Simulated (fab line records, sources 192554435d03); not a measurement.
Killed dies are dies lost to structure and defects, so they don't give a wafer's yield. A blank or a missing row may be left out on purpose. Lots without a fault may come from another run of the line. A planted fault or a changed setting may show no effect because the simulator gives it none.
A struck lot beside a sound one | flow n5_finfet | 36 steps out of a route of 1938
Sound: wafers L631.1, L631.2, L631.5. Struck: wafers L630.1, L630.2, L630.5. The cause comes at the end.
At each step with rows: each side's tool, then ch and its chambers, then its first start. Under that, the readings that differ: sound wafers | struck wafers | difference of the means | sigmas: that difference in standard deviations of wafers without a fault.
alike: readings whose means differ by less than 2 such deviations, and words and numbers that are the same on both sides. not compared: withheld readings, readings that some wafer has no value for, bounds like >300 that may hide the same value, and numbers for which the record gives no deviation and whose values overlap.
The two part at a step that has a row with sigmas, a row that says differs or no value, or rows on one side only. Numbers that don't overlap but have no deviation are shown without sigmas and don't part them. A reading that every wafer of one side lacks parts them only if that side has two wafers or more.

first, 9 steps without rows for these wafers: N5_BEOL_M4_ANNEAL_95 (time 240 s); N5_BEOL_M4_SPUTTER_96 (material Cu, target thk 4.5 nm, time 8.29 s); N5_BEOL_M4_ECD_50 (material Cu, target thk 300 nm); N5_BEOL_M4_ANNEAL_51 (time 90 s); N5_BEOL_M4_CMP_52 (polishes, stops on SiOC, t overpolish 6.8 s, target thk 40 nm); N5_BEOL_M4_PRE_CLEAN_60 (time 15 s); N5_BEOL_M4_CO_CAP_55 (material Co, precursor CCTBA/H2, target thk 2 nm, time 102.1 s); N5_BEOL_M4_PRE_CLEAN_56 (time 15 s); N5_BEOL_M4_DEP_57 (deposits SiCN from 3MS/NH3, target thk 8 nm, time 14 s).
N5_BEOL_M4_RC_MEAS_101:
  sound on prober-01 ch 0, day 9 22:13; struck on prober-02 ch 0, day 9 14:24
  alike: DIBL_N, DIBL_P, IOFF_N, IOFF_P, ION_N, ION_P, SS_N, SS_P, VT_N, VT_P
then, 24 steps without rows for these wafers: N5_BEOL_M5_ILD_DEP_00 (deposits SiCOH lowk from DEMS/porogen, target thk 140.64 nm, time 25.9 s); N5_BEOL_M5_CURE_79 (cures SiCOH lowk, time 240 s); N5_BEOL_M5_PECVD_70 (deposits SiO2 from TEOS/O2, target thk 16 nm, time 18 s); N5_BEOL_M5_HM_DEP_02 (deposits TiN, target thk 20 nm); N5_BEOL_M5_COAT_59 (time 60 s, resist thk 60 nm); N5_BEOL_M5_COAT_60 (time 60 s, resist thk 12 nm); N5_BEOL_M5_COAT_71 (time 60 s, resist thk 5 nm); N5_BEOL_M5_COAT_05 (resist thk 30 nm); N5_BEOL_M5_EBR_07; N5_BEOL_M5_SOFTBAKE_06 (time 60 s); N5_BEOL_M5_EXPOSE_08 (exposes mask M5, target cd 28 nm); N5_BEOL_M5_PEB_09 (peb time 60 s); N5_BEOL_M5_DEVELOP_10 (develop time 30 s); N5_BEOL_M5_DESCUM_16 (chemistry O2, time 7 s); N5_BEOL_M5_ETCH_72 (etches underlayer in N2/H2, target depth 6.5 nm, time 5.2 s); N5_BEOL_M5_ETCH_61 (etches SiARC in CF4, target depth 15.6 nm, time 26 s); N5_BEOL_M5_ETCH_62 (etches SOC in N2/H2, target depth 75 nm, overetch 15 nm, time 112.5 s); N5_BEOL_M5_STRIP_63 (strips in N2/H2); N5_BEOL_M5_STRIP_73 (strips in N2/H2); N5_BEOL_M5_STRIP_64 (strips in CF4); N5_BEOL_M5_HM_OPEN_17 (chemistry Cl2/BCl3, target TiN, target depth 20 nm, overetch 6 nm); N5_BEOL_M5_STRIP_19 (strips in O2); N5_BEOL_M5_COAT_65 (time 60 s, resist thk 60 nm); N5_BEOL_M5_COAT_66 (time 60 s, resist thk 12 nm).
-- the record jumps here: 4 days lie between the struck wafers' starts before and after (it left off in module BEOL_M5 and takes up again in module PASSIVATION, whose first step shown is number 1930 of the route) --
N5_PASSIVATION_ETCH_54: etches SiO2 in CHF3/O2, target depth 880 nm, time 440 s.
  sound on rie_diel-01 ch 1,2,3, day 14 02:47; struck on rie_diel-05 ch 0,1,2, day 13 23:10
  no value came back on the struck wafers for any of 9 readings (CHF3_flow_sccm (sccm), O2_flow_sccm (sccm) and others); on the sound wafers CHF3_flow_sccm (sccm) reads 50.41 50.01 50.10
  not compared: rf_hours_counter_h
N5_PASSIVATION_PROBE_49:
  sound on prober-02, day 14 05:34; struck on prober-02, day 14 01:57
  reading                  | sound          | struck         | difference | sigmas
  defect_limited_yield (%) | 92.1 90.4 91.7 | 0 0 0          | -91        | -57
  killed_at_other          | 2 2 5          | 1095 1047 1068 | +1067      | +99 or more
  killed_dies              | 93 113 98      | 1180 1180 1180 | +1079      | +60
  killed_on_rim            | 15 16 12       | 152 152 152    | +138       | +34
  sort_bin_5_function (%)  | 4.4 6.2 4.2    | 97.2 94.3 96.4 | +91.0      | +95
  sort_n_pass              | 1087 1067 1082 | 0 0 0          | -1079      | -57
  sort_yield_pct (%)       | 92.1 90.4 91.7 | 0 0 0          | -91        | -57
  alike: killed_at_M0_to_M3, killed_at_M4_up, killed_at_contacts, killed_at_front_end, killed_open, killed_short, sort_bin_6_memory, sort_bin_8_speed

WHERE THEY PART
First at N5_PASSIVATION_ETCH_54; last, within this record, at N5_PASSIVATION_PROBE_49.

WHY: what the simulator had put in
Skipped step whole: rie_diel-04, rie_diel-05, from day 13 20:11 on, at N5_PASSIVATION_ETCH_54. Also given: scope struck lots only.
